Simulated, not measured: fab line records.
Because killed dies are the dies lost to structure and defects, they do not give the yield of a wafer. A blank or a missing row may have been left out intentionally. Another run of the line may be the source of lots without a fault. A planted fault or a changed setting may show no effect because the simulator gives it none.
Which tool did it? | flow nand harc | 30 wafers from 10 lots sampled at 5 of the route's 1302 steps

== WHAT THE GAUGES READ, wafer by wafer ==
NHARC_P_M0_CD_MEAS_09: the cd target is 90 nm.
lot  | measured     | on        | cd nm (nm)
L972 | day 5 22:11  | cd sem-02 | 90.3 90.9 91.3
L977 | day 8 06:32  | cd sem-01 | 90.4 90.1 90.0
L981 | day 9 16:10  | cd sem-01 | 117.4 118.5 118.2
L982 | day 10 13:35 | cd sem-01 | 89.6 90.9 90.7
L983 | day 10 17:53 | cd sem-03 | 114.6 114.5 114.6
L987 | day 12 02:50 | cd sem-02 | 89.7 90.6 89.9
L988 | day 13 03:51 | cd sem-02 | 90.4 91.0 90.3
L990 | day 13 19:05 | cd sem-03 | 89.3 88.7 89.5
L991 | day 14 07:00 | cd sem-01 | 90.5 89.5 90.3
L995 | day 15 14:04 | cd sem-03 | 89.5 89.8 89.3

== EACH LOT AND THE TOOL THAT RAN IT (in order: tool; ch and the chambers of the sampled wafers; start) ==
lot  | NHARC_P_CONTACT_ETCH_35            | NHARC_P_CONTACT_CVD_23                   | NHARC_P_CONTACT_CMP_24        | NHARC_P_M0_EXPOSE_06
L972 | rie diel-11 ch 2,3, day 5 18:09    | cvd w-01 ch 0,1, day 5 20:52 or earlier  | cmp-04 ch 0,1,3, day 5 20:52  | arfi scanner-02 ch 0, day 5 22:02
L977 | rie diel-10 ch 1,2,3, day 8 02:39  | cvd w-02 ch 0,1, day 8 05:14 or earlier  | cmp-04 ch 0,3, day 8 05:14    | arfi scanner-01 ch 0, day 8 06:24
L981 | rie diel-10 ch 0,1,3, day 9 11:44  | cvd w-02 ch 1, day 9 15:01 or earlier    | cmp-03 ch 1,2, day 9 15:01    | arfi scanner-03 ch 0, day 9 16:02
L982 | rie diel-10 ch 1,2,3, day 10 09:46 | cvd w-02 ch 0,1, day 10 12:24 or earlier | cmp-04 ch 0,1,2, day 10 12:24 | arfi scanner-01 ch 0, day 10 13:28
L983 | rie diel-06 ch 0,1,3, day 10 13:58 | cvd w-01 ch 0,1, day 10 16:35 or earlier | cmp-03 ch 0,2,3, day 10 16:35 | arfi scanner-03 ch 0, day 10 17:45
L987 | rie diel-10 ch 1,2, day 11 22:55   | cvd w-02 ch 0,1, day 12 01:35 or earlier | cmp-02 ch 0,1,3, day 12 01:35 | arfi scanner-02 ch 0, day 12 02:42
L988 | rie diel-10 ch 1,3, day 12 23:56   | cvd w-02 ch 0,1, day 13 02:32 or earlier | cmp-04 ch 1,2, day 13 02:32   | arfi scanner-01 ch 0, day 13 03:43
L990 | rie diel-11 ch 0,2,3, day 13 15:11 | cvd w-02 ch 0,1, day 13 17:50 or earlier | cmp-03 ch 0,1,2, day 13 17:50 | arfi scanner-02 ch 0, day 13 18:56
L991 | rie diel-11 ch 1,2,3, day 14 03:07 | cvd w-02 ch 0,1, day 14 05:42 or earlier | cmp-02 ch 1,2,3, day 14 05:42 | arfi scanner-01 ch 0, day 14 06:52
L995 | rie diel-11 ch 1,2, day 15 10:08   | cvd w-02 ch 0,1, day 15 12:51 or earlier | cmp-03 ch 0,1,2, day 15 12:51 | arfi scanner-02 ch 0, day 15 13:56
- NHARC_P_CONTACT_ETCH_35: etches the open film in CF4, target depth 39 nm, time 65 s.
- NHARC_P_CONTACT_CVD_23: deposits W, target thk 200 nm, time 557 s.
- NHARC_P_CONTACT_CMP_24: polishes, t overpolish 30 s, target thk 200 nm.
- NHARC_P_M0_EXPOSE_06: exposes mask P M0, target cd 90 nm.

== AS READ BY THE TOOLS THEMSELVES (means over the sampled wafers that have a number; for cases with no such wafer, the mark the record gives instead) ==
NHARC_P_CONTACT_ETCH_35.
lot  | tool        | drypump motor current A (A) | oes product au (a.u.) | rf vpp V (V) | showerhead plenum p Torr (Torr) | throttle valve pct (%)
L972 | rie diel-11 | 5.4                         | 1.003                 | 152.6        | 1.84                            | 13.281
L977 | rie diel-10 | 5.6                         | 1.003                 | 151.8        | 1.78                            | 13.284
L981 | rie diel-10 | 5.8                         | 1.006                 | 151.8        | 1.83                            | 13.286
L982 | rie diel-10 | 5.6                         | 1.007                 | 151.0        | 1.77                            | 13.285
L983 | rie diel-06 | 5.6                         | 0.998                 | 150.9        | 1.71                            | 13.291
L987 | rie diel-10 | 5.5                         | 0.989                 | 152.0        | 1.78                            | 13.282
L988 | rie diel-10 | 5.7                         | 0.995                 | 151.4        | 1.82                            | 13.285
L990 | rie diel-11 | 5.9                         | 1.011                 | 152.0        | 1.81                            | 13.284
L991 | rie diel-11 | 5.5                         | 1.002                 | 151.6        | 1.79                            | 13.287
L995 | rie diel-11 | 6.0                         | 1.012                 | 151.2        | 1.78                            | 13.286

NHARC_P_CONTACT_CVD_23.
lot  | tool     | heater power w (W) | throttle valve pct (%)
L972 | cvd w-01 | 409                | 8.08
L977 | cvd w-02 | 547                | 8.03
L981 | cvd w-02 | 580                | 8.35
L982 | cvd w-02 | 553                | 8.06
L983 | cvd w-01 | 413                | 7.88
L987 | cvd w-02 | 566                | 8.12
L988 | cvd w-02 | 535                | 8.09
L990 | cvd w-02 | 549                | 8.18
L991 | cvd w-02 | 556                | 8.18
L995 | cvd w-02 | 539                | 8.32

NHARC_P_CONTACT_CMP_24.
lot  | tool   | motor current A (A) | overpolish run s (s) | time to endpoint s (s)
L972 | cmp-04 | 14.1                | 30.015               | 41.1
L977 | cmp-04 | 14.4                | 29.998               | 38.3
L981 | cmp-03 | 12.2                | 29.997               | 39.8
L982 | cmp-04 | 13.3                | 30.004               | 41.0
L983 | cmp-03 | 12.0                | 29.992               | 39.4
L987 | cmp-02 | 11.7                | 29.997               | 36.7
L988 | cmp-04 | 12.6                | 29.998               | 40.0
L990 | cmp-03 | 11.6                | 29.997               | 38.6
L991 | cmp-02 | 12.1                | 30.000               | 39.9
L995 | cmp-03 | 11.5                | 29.992               | 38.1

NHARC_P_M0_EXPOSE_06.
lot  | tool            | exposure dose mJ cm2
L972 | arfi scanner-02 | 82.6
L977 | arfi scanner-01 | 81.2
L981 | arfi scanner-03 | 128.0
L982 | arfi scanner-01 | 81.1
L983 | arfi scanner-03 | 120.0
L987 | arfi scanner-02 | 82.5
L988 | arfi scanner-01 | 81.3
L990 | arfi scanner-02 | 82.6
L991 | arfi scanner-01 | 81.1
L995 | arfi scanner-02 | 82.5

== THE ANSWER, worked out from the rows above alone ==
Rule: what is usual is taken from the lots themselves. Put in order of their means at a reading, lots are off if they are a third of the lots or fewer, leave a main group of 4 or more, and stand apart from it by a gap of 3 or more times the standard deviation of the main group's means; of several such gaps the widest counts. A main group whose means are all the same, to the digits that the tables above print for the reading, isn't used. A lot without any number at a reading at which 4 lots or more have one is off too. Where the step has rows for the other lots, those lots are counted as sound. After the gauges, taken in route order, come the tools' own readings; for these a lot's mean is taken, as printed above. The first step at which some lot is off is used, and at that step the reading that is off furthest; a lot without a number counts as furthest.
Off at NHARC_P_M0_CD_MEAS_09 (cd nm): L981, L983. For the main group the mean is 90.1 nm and the standard deviation 0.51.
A tool fits if, at a process step before that reading, it ran every lot that is off, and no sound lot after the first of them. Not tried: the gauges at NHARC_P_M0_CD_MEAS_09; whatever is off there is also off at NHARC_P_M0_EXPOSE_06, on other tools, and gauge error can't account for it. With no start given for some of its lots, NHARC_P_CONTACT_CVD_23 uses the hours and lot order of NHARC_P_CONTACT_CMP_24. One candidate fits, namely arfi scanner-03 at NHARC_P_M0_EXPOSE_06. It ran no sound lot before its first lot that is off in this sample, so the start can't be narrowed down.
On the lots that are off, the tool's own readings at NHARC_P_M0_EXPOSE_06 differ by more than 5 times the standard deviation of the sound lots' means, which bears it out; exposure dose mJ cm2 reads 124.0 there versus 81.9 on the sound lots.

== WHAT HAD BEEN PUT IN BY THE SIMULATOR ==
Drift in process parameters on arfi scanner-03 at NHARC_P_M0_EXPOSE_06, starting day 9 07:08. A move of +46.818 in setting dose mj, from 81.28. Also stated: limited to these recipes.
Lots struck among those shown: L981, L983. The rule above reached the same finding.
